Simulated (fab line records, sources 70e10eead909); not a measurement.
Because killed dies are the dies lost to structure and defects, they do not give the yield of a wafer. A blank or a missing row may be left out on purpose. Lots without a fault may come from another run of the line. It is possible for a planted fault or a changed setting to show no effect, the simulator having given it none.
fab line records	flow nand-harc
[record] lots = 24	wafers = 72	last-day = 24
route steps=1159 shown A_CONTACT@896
lots that met no fault: taken from a fault-free run of the same line
start-h: hours from the record's opening day to when the first of the lot's shown wafers began	wait-h: hours from the lot's prior step to this one	" as in the row above	L1.1+2: several wafers, shown together as one row	- no value present, or no start provided	* or withheld: withheld	< > ~ a bound
route shown NAME@n: NAME is a module with steps in the file, n the number in the route of the first one	usual: mean/standard deviation taken from wafers without a fault	same: alike in all rows	chamber/n: place in a boat	sites: each site's reading	_std_site: standard deviation of those values	_edge_site: inner sites' mean taken away from outer sites' mean	radius-mm: for every site, how far away it sits from the centre of the wafer	mask NAME#n: copy n	behind: tool/chamber where the wafer was last shaped	hold: reason for holding the lot/hours on hold/outcome of the hold	device: which transistor (n, p or np) failed to switch	end of line: at the end of the route, the tests of the same wafers	a step without rows: its recipe alone	killed: dies that structure and defects cost at the first sort, which is not the same as the wafer's yield	map: per-die view of a wafer (x killed, . not killed, _ where there is no die)
set.NAME: the run value of the setting; set.NAME@STEP: its run value at that earlier step	model.NAME: the simulator's own value behind a step, which no gauge read
the route's steps for a sample of lots (tables are steps, rows are wafers)
services: from which hour (start-h, from the record's first day; less than 0 if before it) a tool's chamber was out of use, for how many hours, and why
[[steps]]
[step NHARC_A_CONTACT_CD_MEAS_69]
[recipe] target-cd-nm = 200	landing-energy-ev = 500
[usual] cd-nm = 200.0/0.42
lot.wafer	tool	chamber	start-h	wait-h	cd-nm
L074.4	cd-sem-03	0	367.03	-	200.6
L074.5	"	0	"	"	199.6
L074.6	"	0	"	"	199.6
L077.1	cd-sem-03	0	382.04	-	200.7
L077.2	"	0	"	"	200.0
L077.6	"	0	"	"	200.7
L076.1	cd-sem-01	0	382.29	-	199.9
L076.3	"	0	"	"	200.0
L076.4	"	0	"	"	199.8
L079.2	cd-sem-03	0	388.35	-	199.5
L079.5	"	0	"	"	200.3
L079.6	"	0	"	"	200.5
L075.4	cd-sem-01	0	389.21	-	200.0
L075.5	"	0	"	"	199.4
L075.6	"	0	"	"	199.9
L078.1	cd-sem-02	0	393.08	-	199.7
L078.2	"	0	"	"	199.5
L078.5	"	0	"	"	199.4
L080.3	cd-sem-01	0	421.91	-	199.6
L080.5	"	0	"	"	199.8
L080.6	"	0	"	"	199.7
L081.2	cd-sem-03	0	423.48	-	199.7
L081.4	"	0	"	"	199.9
L081.6	"	0	"	"	199.9
L083.1	cd-sem-02	0	430.06	-	199.6
L083.2	"	0	"	"	199.5
L083.5	"	0	"	"	199.9
L082.1	cd-sem-03	0	432.88	-	200.0
L082.4	"	0	"	"	200.0
L082.5	"	0	"	"	199.7
L084.1	cd-sem-02	0	436.54	-	199.9
L084.2	"	0	"	"	199.2
L084.3	"	0	"	"	199.2
L085.1	cd-sem-01	0	438.34	-	200.3
L085.3	"	0	"	"	199.7
L085.6	"	0	"	"	199.9
L087.1	cd-sem-01	0	455.38	-	200.4
L087.5	"	0	"	"	200.3
L087.6	"	0	"	"	200.1
L086.1	cd-sem-02	0	456.08	-	200.4
L086.2	"	0	"	"	199.5
L086.6	"	0	"	"	199.9
L092.2	cd-sem-02	0	467.67	-	200.4
L092.3	"	0	"	"	200.5
L092.4	"	0	"	"	200.4
L091.3	cd-sem-02	0	470.18	-	199.6
L091.4	"	0	"	"	199.3
L091.6	"	0	"	"	199.9
L089.1	cd-sem-02	0	476.17	-	199.8
L089.2	"	0	"	"	200.0
L089.4	"	0	"	"	200.2
L088.1	cd-sem-01	0	481.38	-	200.1
L088.4	"	0	"	"	199.5
L088.6	"	0	"	"	199.8
L093.1	cd-sem-01	0	483.48	-	200.4
L093.3	"	0	"	"	200.6
L093.6	"	0	"	"	200.1
L090.1	cd-sem-02	0	487.71	-	200.9
L090.3	"	0	"	"	200.0
L090.6	"	0	"	"	200.2
L094.1	cd-sem-02	0	498.64	-	199.8
L094.3	"	0	"	"	199.9
L094.4	"	0	"	"	200.5
L095.1	cd-sem-01	0	501.45	-	200.3
L095.3	"	0	"	"	200.1
L095.4	"	0	"	"	200.0
L096.2	cd-sem-01	0	511.46	-	200.6
L096.4	"	0	"	"	200.8
L096.6	"	0	"	"	200.3
L097.2	cd-sem-02	0	518.66	-	200.0
L097.4	"	0	"	"	199.8
L097.5	"	0	"	"	200.0
[step NHARC_A_CONTACT_ETCH_127]
[recipe] source-w = withheld	pressure-mtorr = 20	bias-v = 1200	time-s = 155	target-depth-a = 9560	ar-flow-sccm = withheld	c4f8-flow-sccm = withheld	o2-flow-sccm = withheld	chemistry = C4F8/O2/Ar
lot.wafer	tool	chamber	start-h	wait-h	rf-hours-counter-h
L074.4	har-cap-etch-01	1	368.92	0.1	-
L074.5	"	0	"	"	-
L074.6	"	1	"	"	-
L077.2	har-cap-etch-03	0	383.84	0.1	82
L077.1	"	1	"	"	82
L077.6	"	0	"	"	-
L076.1	har-cap-etch-01	0	384.59	0.1	61
L076.4	"	1	"	"	-
L076.3	"	0	"	"	-
L079.2	har-cap-etch-01	1	390.36	0.1	62
L079.6	"	1	"	"	-
L079.5	"	0	"	"	-
L075.4	har-cap-etch-02	0	391.39	0.1	-
L075.6	"	0	"	"	-
L075.5	"	1	"	"	-
L078.2	har-cap-etch-03	1	395.03	0.1	85
L078.1	"	0	"	"	85
L078.5	"	1	"	"	-
L080.3	har-cap-etch-03	1	423.81	0.1	-
L080.6	"	1	"	"	-
L080.5	"	0	"	"	-
L081.2	har-cap-etch-01	0	425.54	0.1	66
L081.4	"	1	"	"	-
L081.6	"	1	"	"	-
L083.2	har-cap-etch-03	0	432.06	0.1	90
L083.1	"	1	"	"	90
L083.5	"	0	"	"	-
L082.1	har-cap-etch-03	1	434.67	0.1	91
L082.4	"	1	"	"	-
L082.5	"	1	"	"	-
L084.1	har-cap-etch-01	0	438.46	0.1	69
L084.2	"	1	"	"	69
L084.3	"	0	"	"	-
L085.1	har-cap-etch-03	1	440.49	0.2	92
L085.3	"	1	"	"	-
L085.6	"	1	"	"	-
L087.1	har-cap-etch-01	1	457.39	0.1	71
L087.6	"	1	"	"	-
L087.5	"	0	"	"	-
L086.1	har-cap-etch-03	0	458.48	0.1	95
L086.2	"	1	"	"	95
L086.6	"	0	"	"	-
L092.2	har-cap-etch-03	0	469.46	0.1	97
L092.3	"	0	"	"	-
L092.4	"	1	"	"	-
L091.4	har-cap-etch-02	0	472.55	0.1	-
L091.3	"	1	"	"	-
L091.6	"	1	"	"	-
L089.2	har-cap-etch-03	1	478.24	0.1	99
L089.1	"	0	"	"	99
L089.4	"	1	"	"	-
L088.1	har-cap-etch-03	1	484.61	0.1	101
L088.4	"	1	"	"	-
L088.6	"	1	"	"	-
L093.1	har-cap-etch-01	0	485.27	0.1	77
L093.3	"	1	"	"	-
L093.6	"	1	"	"	-
L090.1	har-cap-etch-03	0	489.60	0.1	102
L090.3	"	1	"	"	-
L090.6	"	0	"	"	-
L094.1	har-cap-etch-02	1	500.82	0.1	31
L094.3	"	1	"	"	-
L094.4	"	0	"	"	-
L095.1	har-cap-etch-01	0	503.36	0.1	80
L095.4	"	1	"	"	-
L095.3	"	0	"	"	-
L096.2	har-cap-etch-02	0	513.40	0.1	33
L096.4	"	1	"	"	-
L096.6	"	1	"	"	-
L097.2	har-cap-etch-02	0	520.50	0.1	35
L097.4	"	0	"	"	-
L097.5	"	0	"	"	-
[step NHARC_A_CONTACT_DEP_84]
[recipe] target-thk-a = 20000	temp-c = 400	material = aC
[usual] throttle-valve-pct = 35.001/0.0086
lot.wafer	tool	chamber	start-h	wait-h	throttle-valve-pct
L074.4	acl-dep-03	0	375.72	-	34.996
L074.5	"	0	"	"	34.996
L074.6	"	0	"	"	34.997
L077.1	acl-dep-01	0	386.95	-	34.997
L077.2	"	0	"	"	35.010
L077.6	"	0	"	"	34.991
L076.1	acl-dep-03	0	388.77	-	34.998
L076.3	"	0	"	"	35.000
L076.4	"	0	"	"	34.985
L079.2	acl-dep-01	0	393.17	-	35.010
L079.5	"	0	"	"	35.009
L079.6	"	0	"	"	35.003
L075.4	acl-dep-01	0	394.89	-	35.004
L075.5	"	0	"	"	34.993
L075.6	"	0	"	"	35.000
L078.1	acl-dep-01	0	398.61	-	34.991
L078.2	"	0	"	"	35.000
L078.5	"	0	"	"	35.007
L080.3	acl-dep-02	0	426.75	-	35.011
L080.5	"	0	"	"	34.994
L080.6	"	0	"	"	34.986
L081.2	acl-dep-01	0	429.35	-	34.997
L081.4	"	0	"	"	35.010
L081.6	"	0	"	"	34.990
L083.1	acl-dep-02	0	435.80	-	35.006
L083.2	"	0	"	"	34.990
L083.5	"	0	"	"	35.014
L082.1	acl-dep-03	0	437.70	-	34.994
L082.4	"	0	"	"	35.006
L082.5	"	0	"	"	34.991
L084.1	acl-dep-01	0	441.13	-	35.015
L084.2	"	0	"	"	34.993
L084.3	"	0	"	"	34.998
L085.1	acl-dep-01	0	443.67	-	35.006
L085.3	"	0	"	"	34.999
L085.6	"	0	"	"	34.999
L087.1	acl-dep-01	0	460.02	-	35.007
L087.5	"	0	"	"	34.989
L087.6	"	0	"	"	35.005
L086.1	acl-dep-02	0	461.11	-	34.993
L086.2	"	0	"	"	35.019
L086.6	"	0	"	"	35.003
L092.2	acl-dep-01	0	473.68	-	34.998
L092.3	"	0	"	"	34.993
L092.4	"	0	"	"	35.005
L091.3	acl-dep-02	0	475.96	-	35.003
L091.4	"	0	"	"	35.010
L091.6	"	0	"	"	35.001
L089.1	acl-dep-03	0	482.56	-	35.002
L089.2	"	0	"	"	35.005
L089.4	"	0	"	"	34.988
L088.1	acl-dep-03	0	488.69	-	35.000
L088.4	"	0	"	"	35.015
L088.6	"	0	"	"	34.982
L093.1	acl-dep-03	0	489.91	-	35.010
L093.3	"	0	"	"	34.990
L093.6	"	0	"	"	34.999
L090.1	acl-dep-01	0	493.05	-	34.999
L090.3	"	0	"	"	35.010
L090.6	"	0	"	"	35.013
L094.1	acl-dep-01	0	503.73	-	34.994
L094.3	"	0	"	"	35.012
L094.4	"	0	"	"	34.994
L095.1	acl-dep-01	0	506.05	-	35.003
L095.3	"	0	"	"	35.002
L095.4	"	0	"	"	35.009
L096.2	acl-dep-01	0	520.18	-	35.000
L096.4	"	0	"	"	35.016
L096.6	"	0	"	"	34.994
L097.2	acl-dep-01	0	525.57	-	34.993
L097.4	"	0	"	"	35.007
L097.5	"	0	"	"	35.012
[step NHARC_A_CONTACT_OVL_MEAS_09]
[usual] overlay-x-nm = 0.2/0.76	overlay-y-nm = 0.3/0.94
lot.wafer	tool	chamber	start-h	wait-h	overlay-x-nm	overlay-y-nm
L074.4	overlay-01	-	377.20	-	-0.8	1.4
L074.5	"	-	"	"	-1.1	1.0
L074.6	"	-	"	"	-1.5	1.5
L077.1	overlay-01	-	389.46	-	1.3	1.1
L077.2	"	-	"	"	1.4	0.4
L077.6	"	-	"	"	0.6	0.8
L076.1	overlay-01	-	390.84	-	-0.5	-0.5
L076.3	"	-	"	"	0.7	0.0
L076.4	"	-	"	"	0.2	-0.3
L079.2	overlay-02	-	395.05	-	-0.5	0.7
L079.5	"	-	"	"	0.3	0.9
L079.6	"	-	"	"	0.1	0.8
L075.4	overlay-02	-	396.22	-	-0.7	2.3
L075.5	"	-	"	"	-0.8	1.3
L075.6	"	-	"	"	-1.1	2.0
L078.1	overlay-01	-	400.56	-	1.6	-0.5
L078.2	"	-	"	"	1.0	-1.0
L078.5	"	-	"	"	1.9	-0.8
L080.3	overlay-01	-	428.43	-	-0.8	0.3
L080.5	"	-	"	"	-0.7	0.6
L080.6	"	-	"	"	-0.5	0.3
L081.2	overlay-01	-	431.09	-	0.2	0.4
L081.4	"	-	"	"	-0.2	1.2
L081.6	"	-	"	"	-0.8	0.8
L083.1	overlay-01	-	437.88	-	0.4	1.2
L083.2	"	-	"	"	-0.6	1.5
L083.5	"	-	"	"	0.7	1.3
L082.1	overlay-02	-	439.64	-	-0.6	-1.0
L082.4	"	-	"	"	-0.3	-0.6
L082.5	"	-	"	"	-0.6	-1.0
L084.1	overlay-01	-	443.21	-	1.0	0.9
L084.2	"	-	"	"	1.4	0.8
L084.3	"	-	"	"	0.7	0.3
L085.1	overlay-02	-	445.65	-	-0.1	-0.3
L085.3	"	-	"	"	-0.4	-0.6
L085.6	"	-	"	"	-0.5	-0.6
L087.1	overlay-02	-	462.04	-	0.3	-0.1
L087.5	"	-	"	"	-0.2	-0.1
L087.6	"	-	"	"	0.1	-0.3
L086.1	overlay-01	-	463.18	-	0.1	0.3
L086.2	"	-	"	"	0.1	0.9
L086.6	"	-	"	"	0.2	0.6
L092.2	overlay-02	-	475.58	-	1.0	1.7
L092.3	"	-	"	"	0.1	1.3
L092.4	"	-	"	"	1.1	1.4
L091.3	overlay-01	-	477.60	-	0.9	0.5
L091.4	"	-	"	"	0.3	0.4
L091.6	"	-	"	"	1.0	0.7
L089.1	overlay-02	-	484.67	-	1.9	1.3
L089.2	"	-	"	"	1.5	0.9
L089.4	"	-	"	"	1.2	1.3
L088.1	overlay-01	-	490.62	-	0.5	-1.3
L088.4	"	-	"	"	0.4	-0.9
L088.6	"	-	"	"	0.8	-0.9
L093.1	overlay-01	-	491.85	-	0.3	-2.6
L093.3	"	-	"	"	0.4	-2.5
L093.6	"	-	"	"	-0.1	-2.2
L090.1	overlay-01	-	495.11	-	0.7	-0.1
L090.3	"	-	"	"	0.8	-0.3
L090.6	"	-	"	"	0.9	0.5
L094.1	overlay-02	-	505.73	-	-1.0	-0.2
L094.3	"	-	"	"	-0.6	0.2
L094.4	"	-	"	"	-0.4	0.1
L095.1	overlay-01	-	508.07	-	0.7	0.3
L095.3	"	-	"	"	0.7	0.3
L095.4	"	-	"	"	1.1	0.3
L096.2	overlay-02	-	522.23	-	-0.3	-0.2
L096.4	"	-	"	"	0.6	-0.3
L096.6	"	-	"	"	0.1	-0.2
L097.2	overlay-02	-	527.49	-	-0.5	-0.3
L097.4	"	-	"	"	-0.3	-0.4
L097.5	"	-	"	"	-0.8	-0.4
[step NHARC_A_CONTACT_ETCH_89]
[recipe] target-depth-a = 2600	over-etch-frac = 0.3	time-s = 475.3	ion-energy-ev = 200	n2-flow-sccm = 150	h2-flow-sccm = 150	ar-flow-sccm = 0	rf-w = 400	bias-w = 150	chemistry = N2/H2
[usual] drypump-motor-current-A = 5.8/0.41	mfc-ar-sccm = 0.008/0.013	oes-product-au = 0.998/0.0091	rf-vpp-V = 431/3	showerhead-plenum-p-Torr = 2.06/0.1	throttle-valve-pct = 14.171/0.0095
lot.wafer	tool	chamber	start-h	wait-h	drypump-motor-current-A	mfc-ar-sccm	oes-product-au	rf-hours-counter-h	rf-vpp-V	showerhead-plenum-p-Torr	throttle-valve-pct
L074.4	rie-diel-04	1	-	-	6.2	0	0.996	35	434	2.21	14.176
L074.5	"	0	"	"	5.9	0.006	0.994	-	431	2.08	14.174
L074.6	"	1	"	"	6.2	0	0.996	-	435	2.21	14.179
L077.1	rie-diel-04	3	-	-	6.0	0.011	1.004	35	433	2.13	14.171
L077.2	"	0	"	"	6.0	0.006	1.019	38	432	2.07	14.160
L077.6	"	2	"	"	5.6	0	1.013	-	426	1.88	14.165
L076.3	rie-diel-01	1	-	-	5.7	0	1.014	12	434	2.11	14.176
L076.4	"	2	"	"	5.6	0.026	0.986	14	425	1.91	14.178
L076.1	"	0	"	"	5.3	0	0.992	13	432	2.09	14.182
L079.2	rie-diel-01	0	-	-	5.3	0	0.994	15	432	2.09	14.163
L079.6	"	2	"	"	5.6	0.026	0.989	-	427	1.91	14.174
L079.5	"	3	"	"	5.6	0	0.992	-	435	2.13	14.184
L075.4	rie-diel-01	3	-	-	5.6	0	0.984	16	432	2.13	14.154
L075.5	"	3	"	"	5.6	0	1.000	-	434	2.13	14.165
L075.6	"	0	"	"	5.3	0	0.998	-	433	2.09	14.170
L078.1	rie-diel-01	2	-	-	5.5	0.026	0.986	16	426	1.91	14.188
L078.2	"	0	"	"	5.3	0	1.002	16	432	2.09	14.158
L078.5	"	1	"	"	5.7	0	0.984	-	433	2.11	14.176
L080.3	rie-diel-03	1	-	-	6.4	0.017	1.006	8	428	1.90	14.167
L080.6	"	0	"	"	5.2	0	0.997	-	436	2.22	14.174
L080.5	"	1	"	"	6.4	0.017	0.999	-	427	1.90	14.180
L081.2	rie-diel-04	1	-	-	6.2	0	1.006	58	435	2.20	14.182
L081.4	"	3	"	"	6.1	0.011	1.000	52	432	2.13	14.183
L081.6	"	1	"	"	6.2	0	1.005	-	436	2.20	14.177
L083.2	rie-diel-01	2	-	-	5.6	0.026	0.984	23	427	1.91	14.178
L083.1	"	1	"	"	5.7	0	0.986	23	434	2.11	14.166
L083.5	"	2	"	"	5.6	0.026	0.978	-	427	1.91	14.158
L082.4	rie-diel-01	0	-	-	5.3	0	0.994	25	431	2.08	14.164
L082.1	"	2	"	"	5.6	0.026	0.986	24	428	1.91	14.174
L082.5	"	1	"	"	5.7	0	0.999	-	432	2.11	14.171
L084.1	rie-diel-01	0	-	-	5.3	0	0.990	25	432	2.08	14.178
L084.2	"	1	"	"	5.7	0	1.001	24	432	2.11	14.167
L084.3	"	2	"	"	5.6	0.026	0.991	24	426	1.91	14.172
L085.1	rie-diel-04	0	-	-	6.0	0.006	1.010	63	431	2.06	14.202
L085.3	"	1	"	"	6.1	0	1.005	63	435	2.19	14.176
L085.6	"	3	"	"	6.0	0.011	0.991	-	433	2.13	14.184
L087.1	rie-diel-03	1	-	-	6.4	0.017	1.002	22	427	1.89	14.171
L087.5	"	2	"	"	6.7	0	1.017	-	429	2.00	14.166
L087.6	"	3	"	"	6.4	0.044	1.009	-	434	2.13	14.178
L086.2	rie-diel-04	0	-	-	5.9	0.006	1.010	69	431	2.06	14.166
L086.1	"	1	"	"	6.2	0	1.000	70	435	2.19	14.165
L086.6	"	2	"	"	5.6	0	1.012	-	426	1.87	14.181
L092.3	rie-diel-01	2	-	-	5.6	0.026	0.999	30	427	1.91	14.171
L092.4	"	0	"	"	5.3	0	0.999	31	432	2.08	14.174
L092.2	"	1	"	"	5.7	0	0.996	30	433	2.11	14.176
L091.3	rie-diel-01	0	-	-	5.3	0	0.993	31	431	2.08	14.179
L091.4	"	1	"	"	5.7	0	0.985	31	433	2.11	14.177
L091.6	"	1	"	"	5.7	0	0.974	-	432	2.11	14.178
L089.4	rie-diel-01	1	-	-	5.7	0	0.999	33	434	2.11	14.178
L089.2	"	2	"	"	5.6	0.026	0.992	32	428	1.91	14.177
L089.1	"	0	"	"	5.3	0	1.001	34	431	2.08	14.162
L088.1	rie-diel-01	1	-	-	5.7	0	1.005	34	432	2.11	14.174
L088.4	"	0	"	"	5.3	0	0.998	35	432	2.08	14.176
L088.6	"	1	"	"	5.7	0	0.998	-	433	2.11	14.178
L093.3	rie-diel-03	1	-	-	6.4	0.017	0.997	36	426	1.89	14.179
L093.1	"	2	"	"	6.8	0	1.018	31	429	2.00	14.185
L093.6	"	1	"	"	6.4	0.017	0.993	-	425	1.89	14.165
L090.3	rie-diel-03	0	-	-	5.3	0	0.999	33	434	2.21	14.176
L090.1	"	2	"	"	6.7	0	1.010	32	428	2.00	14.173
L090.6	"	0	"	"	5.2	0	1.002	-	435	2.21	14.170
L094.3	rie-diel-01	3	-	-	5.6	0	0.999	2	433	2.12	14.181
L094.4	"	1	"	"	5.7	0	1.005	1	432	2.11	14.175
L094.1	"	2	"	"	5.5	0.026	0.988	2	427	1.90	14.175
L095.4	rie-diel-03	3	-	-	6.4	0.044	1.005	41	432	2.12	14.203
L095.3	"	0	"	"	5.3	0	1.005	39	434	2.20	14.192
L095.1	"	1	"	"	6.4	0.017	1.004	45	427	1.89	14.169
L096.4	rie-diel-04	3	-	-	6.0	0.011	0.996	16	433	2.12	14.162
L096.2	"	1	"	"	6.2	0	1.005	17	435	2.19	14.156
L096.6	"	3	"	"	6.0	0.011	0.985	-	434	2.12	14.186
L097.4	rie-diel-01	3	-	-	5.6	0	0.990	5	432	2.12	14.170
L097.2	"	0	"	"	5.3	0	1.008	4	431	2.08	14.169
L097.5	"	3	"	"	5.6	0	0.989	-	432	2.12	14.169
[step NHARC_A_CONTACT_ETCH_136]
[recipe] source-w = withheld	pressure-mtorr = 20	bias-v = 3000	time-s = 132	target-depth-a = 12870	ar-flow-sccm = withheld	c4f8-flow-sccm = withheld	o2-flow-sccm = withheld	chemistry = C4F8/O2/Ar
lot.wafer	tool	chamber	start-h	wait-h	rf-hours-counter-h
L074.4	har-cap-etch-03	1	378.65	0.1	-
L074.5	"	1	"	"	-
L074.6	"	0	"	"	-
L077.1	har-cap-etch-03	0	391.63	0.1	84
L077.2	"	1	"	"	84
L077.6	"	0	"	"	-
L076.1	har-cap-etch-01	1	392.27	0.1	63
L076.4	"	0	"	"	-
L076.3	"	1	"	"	-
L079.2	har-cap-etch-02	1	396.49	0.1	15
L079.5	"	0	"	"	-
L079.6	"	1	"	"	-
L075.4	har-cap-etch-01	1	398.23	0.1	-
L075.5	"	0	"	"	-
L075.6	"	1	"	"	-
L078.1	har-cap-etch-03	0	401.97	0.1	86
L078.2	"	1	"	"	86
L078.5	"	0	"	"	-
L080.3	har-cap-etch-01	0	429.89	0.1	-
L080.5	"	0	"	"	-
L080.6	"	1	"	"	-
L081.2	har-cap-etch-01	1	432.78	0.1	68
L081.4	"	0	"	"	-
L081.6	"	1	"	"	-
L083.1	har-cap-etch-02	1	439.30	0.1	21
L083.2	"	0	"	"	21
L083.5	"	0	"	"	-
L082.1	har-cap-etch-01	1	441.08	0.1	70
L082.4	"	0	"	"	-
L082.5	"	1	"	"	-
L084.1	har-cap-etch-02	1	444.81	0.1	22
L084.2	"	0	"	"	22
L084.3	"	1	"	"	-
L085.1	har-cap-etch-01	0	447.75	0.1	71
L085.3	"	0	"	"	-
L085.6	"	0	"	"	-
L087.1	har-cap-etch-03	1	463.47	0.1	96
L087.6	"	0	"	"	-
L087.5	"	1	"	"	-
L086.2	har-cap-etch-02	0	464.59	0.1	25
L086.1	"	1	"	"	25
L086.6	"	1	"	"	-
L092.2	har-cap-etch-01	0	476.99	0.1	75
L092.3	"	0	"	"	-
L092.4	"	1	"	"	-
L091.3	har-cap-etch-01	0	479.31	0.1	-
L091.4	"	1	"	"	-
L091.6	"	1	"	"	-
L089.2	har-cap-etch-02	1	486.15	0.1	29
L089.1	"	0	"	"	29
L089.4	"	1	"	"	-
L088.1	har-cap-etch-01	1	492.06	0.1	78
L088.4	"	0	"	"	-
L088.6	"	0	"	"	-
L093.1	har-cap-etch-03	1	493.30	0.1	103
L093.3	"	1	"	"	-
L093.6	"	0	"	"	-
L090.1	har-cap-etch-03	0	497.26	0.1	104
L090.3	"	1	"	"	-
L090.6	"	0	"	"	-
L094.1	har-cap-etch-02	1	507.18	0.1	32
L094.3	"	0	"	"	-
L094.4	"	1	"	"	-
L095.1	har-cap-etch-01	1	509.53	0.1	81
L095.4	"	1	"	"	-
L095.3	"	0	"	"	-
L096.2	har-cap-etch-01	1	523.76	0.1	83
L096.4	"	1	"	"	-
L096.6	"	0	"	"	-
L097.2	har-cap-etch-03	1	528.94	0.1	110
L097.4	"	1	"	"	-
L097.5	"	0	"	"	-
[[services]]
tool	chamber	start-h	hours	kind
rie-diel-01	0	348.33	-	clean
rie-diel-01	1	348.33	-	clean
rie-diel-01	2	348.33	-	clean
rie-diel-01	3	348.33	-	clean
acl-dep-02	-	349.24	13.0	pm
rie-diel-01	0	372.83	-	clean
rie-diel-01	1	372.83	-	clean
rie-diel-01	2	372.83	-	clean
rie-diel-01	3	372.83	-	clean
rie-diel-03	-	392.45	9.0	pm
rie-diel-01	0	397.36	-	clean
rie-diel-01	1	397.36	-	clean
rie-diel-01	2	397.36	-	clean
acl-dep-03	-	406.13	13.0	pm
har-cap-etch-01	-	436.51	0.9	repair
rie-diel-01	3	442.07	24.2	repair
rie-diel-03	0	444.31	9.1	repair
rie-diel-04	3	455.70	2.4	repair
rie-diel-04	-	466.30	9.0	pm
rie-diel-03	2	466.36	3.2	repair
acl-dep-01	-	477.18	13.0	pm
rie-diel-01	-	491.83	9.0	pm
rie-diel-03	0	509.33	26.2	repair
rie-diel-04	2	528.54	4.8	repair
[[key]]
fault none
